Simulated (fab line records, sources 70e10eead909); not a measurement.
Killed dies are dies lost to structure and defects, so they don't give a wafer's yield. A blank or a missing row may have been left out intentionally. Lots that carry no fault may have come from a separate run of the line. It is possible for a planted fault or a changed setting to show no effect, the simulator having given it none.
What tool caused it? ; flow nand_harc ; 36 wafers from 12 lots sampled at 5 of the route's 1159 steps

WHAT THE GAUGES SHOWED, per wafer
NHARC_END_SORT_01.
lot;measured;on;defect_limited_yield (%);killed_at_array;killed_at_other;killed_at_periphery;killed_dies;killed_open;killed_short;sort_bin_2_pct (%);sort_bin_3_pct (%);sort_bin_4_pct (%);sort_n_pass;sort_rim_yield_pct (%);sort_yield_pct (%)
L779;day 22 08:41;prober-02;95.1 94.4 92.3;23 29 39;7 7 8;3 2 5;33 38 52;11 11 12;1 3 3;1.5 1.5 2.4;0.30 0.44 0.44;3.1 3.7 4.9;644 639 625;93.4 90.6 86.8;95.1 94.4 92.3
L781;day 22 10:07;prober-01;93.4 90.8 92.5;38 48 35;3 10 9;4 4 7;45 62 51;6 12 8;4 3 4;2.1 4.1 2.7;0.30 0.30 0.44;4.3 4.7 4.4;632 615 626;92.5 95.3 94.3;93.4 90.8 92.5
L783;day 22 23:41;prober-02;91.6 92.5 91.4;45 34 47;6 7 4;6 10 7;57 51 58;8 6 5;2 2 5;3.0 1.9 1.8;0.30 0.30 0.89;5.2 5.3 5.9;620 626 619;96.2 87.7 96.2;91.6 92.5 91.4

TOOL THAT RAN EACH LOT (tool first, then ch and the chambers of the sampled wafers, then the start)
lot;NHARC_A_BONDPAD_ANNEAL_28;NHARC_THIN_TSV_DEP_47;NHARC_THIN_TSV_STRIP_62;NHARC_THIN_TSV_PVD_51
L770;rtp_anneal-02 ch 0, day 18 08:25;pecvd-03 ch 1,2, day 19 03:17;plasma_asher-01 ch 0,1, day 19 04:02;pvd_sputter-03, no start
L771;rtp_anneal-02 ch 0, day 18 08:48;pecvd-03 ch 0,1, day 19 02:39;plasma_asher-02 ch 0,1, day 19 03:26;pvd_sputter-03, no start
L772;rtp_anneal-01 ch 0, day 19 10:34;pecvd-02 ch 0,1,2, day 20 01:55;plasma_asher-02 ch 0,1, day 20 03:41;pvd_sputter-01, no start
L776;rtp_anneal-02 ch 0, day 19 22:10;pecvd-04 ch 1,2, day 20 13:37;plasma_asher-02 ch 0,1, day 20 14:20;pvd_sputter-02, no start
L778;rtp_anneal-02 ch 0, day 20 21:37;pecvd-04 ch 1,2, day 21 13:23;plasma_asher-01 ch 0,1, day 21 14:07;pvd_sputter-01, no start
L779;rtp_anneal-02 ch 0, day 21 04:10;pecvd-03 ch 0,1,2, day 21 19:31;plasma_asher-02 ch 0, day 21 20:12;pvd_sputter-03, day 22 08:41 or earlier
L781;rtp_anneal-02 ch 0, day 21 05:29;pecvd-02 ch 0,1,2, day 21 20:38;plasma_asher-01 ch 0,1, day 21 21:20;pvd_sputter-03, day 22 10:07 or earlier
L783;rtp_anneal-02 ch 0, day 21 14:34;pecvd-04 ch 0,2, day 22 05:50;plasma_asher-02 ch 0,1, day 22 06:36;pvd_sputter-03, day 22 23:41 or earlier
L787;rtp_anneal-02 ch 0, day 22 13:53;pecvd-04 ch 0,2, day 23 06:04;plasma_asher-02 ch 0,1, day 23 06:50;pvd_sputter-03, no start
L788;rtp_anneal-01 ch 0, day 23 04:31;pecvd-03 ch 1,2, day 24 00:13;plasma_asher-02 ch 0,1, day 24 00:59;pvd_sputter-02, no start
L789;rtp_anneal-02 ch 0, day 23 07:45;pecvd-04 ch 0,1,2, day 23 22:46;plasma_asher-02 ch 0,1, day 23 23:36;pvd_sputter-03, no start
L790;rtp_anneal-02 ch 0, day 23 20:49;pecvd-03 ch 0,2, day 24 13:48;plasma_asher-01 ch 0,1, day 24 14:55;pvd_sputter-02, no start
- NHARC_A_BONDPAD_ANNEAL_28: time 90 s.
- NHARC_THIN_TSV_DEP_47: deposits SiO2, target thk 200 nm.
- NHARC_THIN_TSV_STRIP_62: strips in N2/H2, time 20 s.
- NHARC_THIN_TSV_PVD_51: deposits Cu, target thk 100 nm.

AS READ BY THE TOOLS THEMSELVES (means over the sampled wafers that have a number; for cases with no such wafer, the mark the record gives instead)
NHARC_A_BONDPAD_ANNEAL_28.
lot;tool;wafer_temp_C_max
L770;rtp_anneal-02;225.58
L771;rtp_anneal-02;225.80
L772;rtp_anneal-01;226.06
L776;rtp_anneal-02;225.81
L778;rtp_anneal-02;225.61
L779;rtp_anneal-02;225.53
L781;rtp_anneal-02;225.58
L783;rtp_anneal-02;225.70
L787;rtp_anneal-02;225.89
L788;rtp_anneal-01;226.06
L789;rtp_anneal-02;225.73
L790;rtp_anneal-02;225.64

NHARC_THIN_TSV_DEP_47.
lot;tool;chamber_pressure_Torr (Torr);rf_fwd_power_W (W);throttle_valve_pct (%)
L770;pecvd-03;6.490;897.9;15.7
L771;pecvd-03;6.511;898.6;15.6
L772;pecvd-02;6.493;900.3;16.0
L776;pecvd-04;6.514;898.3;15.6
L778;pecvd-04;6.492;897.4;15.5
L779;pecvd-03;6.506;900.4;15.4
L781;pecvd-02;6.480;896.3;16.1
L783;pecvd-04;6.496;901.0;15.5
L787;pecvd-04;6.487;898.2;15.7
L788;pecvd-03;6.500;898.7;15.8
L789;pecvd-04;6.508;899.7;15.7
L790;pecvd-03;6.496;896.9;15.6

NHARC_THIN_TSV_STRIP_62.
lot;tool;drypump_motor_current_A (A);heater_power_w (W)
L770;plasma_asher-01;6.10;325
L771;plasma_asher-02;6.25;320
L772;plasma_asher-02;6.12;333
L776;plasma_asher-02;6.14;336
L778;plasma_asher-01;6.11;331
L779;plasma_asher-02;-;-
L781;plasma_asher-01;-;-
L783;plasma_asher-02;-;-
L787;plasma_asher-02;6.24;315
L788;plasma_asher-02;6.26;318
L789;plasma_asher-02;6.11;324
L790;plasma_asher-01;6.24;347

NHARC_THIN_TSV_PVD_51.
lot;tool;throttle_valve_pct (%)
L770;pvd_sputter-03;28.7
L771;pvd_sputter-03;29.4
L772;pvd_sputter-01;29.5
L776;pvd_sputter-02;29.2
L778;pvd_sputter-01;29.8
L779;pvd_sputter-03;29.9
L781;pvd_sputter-03;29.7
L783;pvd_sputter-03;29.3
L787;pvd_sputter-03;29.6
L788;pvd_sputter-02;29.2
L789;pvd_sputter-03;30.0
L790;pvd_sputter-02;29.3

THE ANSWER, worked out from the rows above alone
Rule: the lots themselves supply what counts as usual. The widest of any qualifying gaps counts: lots, ordered by their means at a reading, are off when they make up no more than a third of the lots, leave a main group of 4 or more, and stand apart from it by 3 or more times the standard deviation of that group's means. Not used: any main group whose means are identical at the precision the tables above print for the reading. A lot without any number at a reading at which 4 lots or more have one is off too. All remaining lots with rows at the step are treated as sound. Order of review: gauges by route order, followed by the tools' own readings, for which a lot's mean as printed above is used. The first step at which some lot is off is used, and at that step the reading that is off furthest; a lot without a number counts as furthest.
Off at NHARC_THIN_TSV_STRIP_62 (drypump_motor_current_A): L779, L781, L783. Without a number there: L779, L781, L783. The main group has a mean of 6.17 A with a standard deviation of 0.066.
A tool fits if, at that step or a process step before it, it ran every lot that is off, and no sound lot after the first of them. No candidate that was tried fits.

WHAT THE SIMULATOR HAD PUT IN
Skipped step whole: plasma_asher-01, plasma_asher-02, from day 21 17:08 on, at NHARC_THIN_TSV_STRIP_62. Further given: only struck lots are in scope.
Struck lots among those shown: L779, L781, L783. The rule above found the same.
